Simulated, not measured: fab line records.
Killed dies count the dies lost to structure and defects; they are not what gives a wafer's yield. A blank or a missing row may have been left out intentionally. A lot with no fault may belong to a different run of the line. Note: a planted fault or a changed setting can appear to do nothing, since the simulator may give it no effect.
A struck lot beside a sound one || flow n5Finfet || 38 steps out of a route of 1938
Sound: these wafers, L330.2, L330.3, L330.5. The struck wafers were L340.1, L340.2, L340.4. The cause comes at the end.
Each step with rows lists, per side, the tool, then ch with its chambers, then its first start. Under that, the readings that differ: sound wafers || struck wafers || difference of the means || sigmas: that difference in standard deviations of wafers without a fault.
alike: same words and numbers on both sides, and readings whose means sit less than 2 such deviations apart. not compared: any withheld reading, any reading some wafer has no value for, any bound like >300 that may hide the same value, and any number with overlapping values for which the record gives no deviation.
A row with sigmas, a row that says differs or no value, or rows on one side alone: a step with any of these is where the two part. Non-overlapping numbers with no deviation appear without sigmas and do not part them. A reading that every wafer of one side lacks parts them only if that side has two wafers or more.

first, 9 steps without rows for these wafers: N5_BEOL_M1_COAT_68 (time 60 s, resist thk 12 nm); N5_BEOL_M1_COAT_76 (time 60 s, resist thk 5 nm); N5_BEOL_M1_COAT_22 (resist thk 30 nm); N5_BEOL_M1_EBR_24; N5_BEOL_M1_SOFTBAKE_23 (time 60 s); N5_BEOL_M1_EXPOSE_25 (exposes mask V0, defocus 5 nm, target cd 24 nm); N5_BEOL_M1_PEB_26 (peb time 60 s); N5_BEOL_M1_DEVELOP_27 (develop time 30 s); N5_BEOL_M1_DESCUM_33 (chemistry O2, time 7 s).
N5_BEOL_M1_ETCH_77: etches underlayer in N2/H2, target depth 6.5 nm, time 5.2 s.
  sound on rieDiel-02 ch 0,2,3, day 6 10:12; struck on rieDiel-02 ch 0,1,3, day 8 23:06
{"reading": "etchRfOnTimeS (s)", "sound": "5.23 5.31 5.19", "struck": "5.08 5.13 5.11", "difference": -0.14, "sigmas": -2}
  alike: drypumpMotorCurrentA, oesProductAu, rfVppV, showerheadPlenumPTorr, throttleValvePct
  not compared: rfHoursCounterH
then, 27 steps without rows for these wafers: N5_BEOL_M1_ETCH_69 (etches SiARC in CF4, target depth 15.6 nm, time 26 s); N5_BEOL_M1_ALD_98 (deposits SiO2, target thk 2.5 nm, pulse time 1 s, co reactant pulse time 1 s); N5_BEOL_M1_ETCHBACK_99 (etches SiO2 in CHF3, target depth 5 nm, time 10.4 s); N5_BEOL_M1_ETCH_70 (etches SOC in N2/H2, target depth 80 nm, overetch 16 nm, time 120 s); N5_BEOL_M1_STRIP_71 (strips in N2/H2); N5_BEOL_M1_STRIP_78 (strips in N2/H2); N5_BEOL_M1_VIA_ETCH_34 (etches the open film in C4F6/O2, target depth 67.8 nm, time 64.4 s); N5_BEOL_M1_STRIP_83 (strips in C4F6/O2); N5_BEOL_M1_STRIP_36 (strips in N2/H2); N5_BEOL_M1_TRENCH_ETCH_37 (etches SiOC in C4F6/O2, target depth 55.207 nm, time 29 s); N5_BEOL_M1_ETCH_41 (etches SiCN in CH3F/O2, target depth 31.9 nm, time 57.8 s); N5_BEOL_M1_STRIP_97 (strips in N2/H2, time 10 s); N5_BEOL_M1_HM_STRIP_39 (strips TiN in peroxide tin strip, target depth 25 nm, time 158 s); N5_BEOL_M1_SRD_40 (time 30 s); N5_BEOL_M1_PRECLEAN_42 (cleans in residue remover, time 60 s); N5_BEOL_M1_SRD_43 (time 30 s); N5_BEOL_M1_DEGAS_44 (time 60 s); N5_BEOL_M1_PRE_CLEAN_45 (time 30 s); N5_BEOL_M1_ALD_84 (deposits TaN, pulse time 2 s, purge time 3 s, co reactant purge time 2 s); N5_BEOL_M1_SURFACE_TREAT_85; N5_BEOL_M1_CVD_47 (deposits Co from CCTBA/H2, target thk 3 nm, time 223.8 s); N5_BEOL_M1_SPUTTER_48 (material Cu, target thk 4.5 nm, time 8.29 s); N5_BEOL_M1_ANNEAL_49 (time 240 s); N5_BEOL_M1_SPUTTER_79 (material Cu, target thk 4.5 nm, time 8.29 s); N5_BEOL_M1_ANNEAL_80 (time 240 s); N5_BEOL_M1_SPUTTER_81 (material Cu, target thk 4.5 nm, time 8.29 s); N5_BEOL_M1_ANNEAL_82 (time 240 s).
-- record jumps: 6 days separate the struck wafers' starts on either side; left off in module BEOL_M1, taken up again in module PASSIVATION, whose first shown step is the route's number 1936 --
N5_PASSIVATION_PROBE_49:
  sound: prober-01 at day 12 19:38; struck: prober-02 at day 15 10:38
{"reading": "defectLimitedYield (%)", "sound": "90.2 91.6 91.9", "struck": "78.8 79.0 79.6", "difference": -12.1, "sigmas": -9}
{"reading": "killed_at_M0_to_M3", "sound": "29 20 18", "struck": "193 195 185", "difference": "+169", "sigmas": "+17"}
{"reading": "killedDies", "sound": "116 99 96", "struck": "250 248 241", "difference": "+143", "sigmas": "+9"}
{"reading": "killedOnRim", "sound": "14 9 10", "struck": "13 23 31", "difference": "+11", "sigmas": "+3"}
{"reading": "sort_bin_5_function (%)", "sound": "6.3 4.8 3.8", "struck": "12.8 13.8 11.4", "difference": "+7.7", "sigmas": "+8"}
{"reading": "sortNPass", "sound": "1064 1081 1084", "struck": "930 932 939", "difference": -143, "sigmas": -9}
{"reading": "sortYieldPct (%)", "sound": "90.2 91.6 91.9", "struck": "78.8 79.0 79.6", "difference": -12.1, "sigmas": -9}
  alike: killed_at_M4_up, killedAtContacts, killedAtFrontEnd, killedAtOther, killedOpen, killedShort, sort_bin_6_memory

## WHERE THEY PART
At N5_BEOL_M1_ETCH_77 first; at N5_PASSIVATION_PROBE_49 last (within this record only).

WHY: what the simulator had put in
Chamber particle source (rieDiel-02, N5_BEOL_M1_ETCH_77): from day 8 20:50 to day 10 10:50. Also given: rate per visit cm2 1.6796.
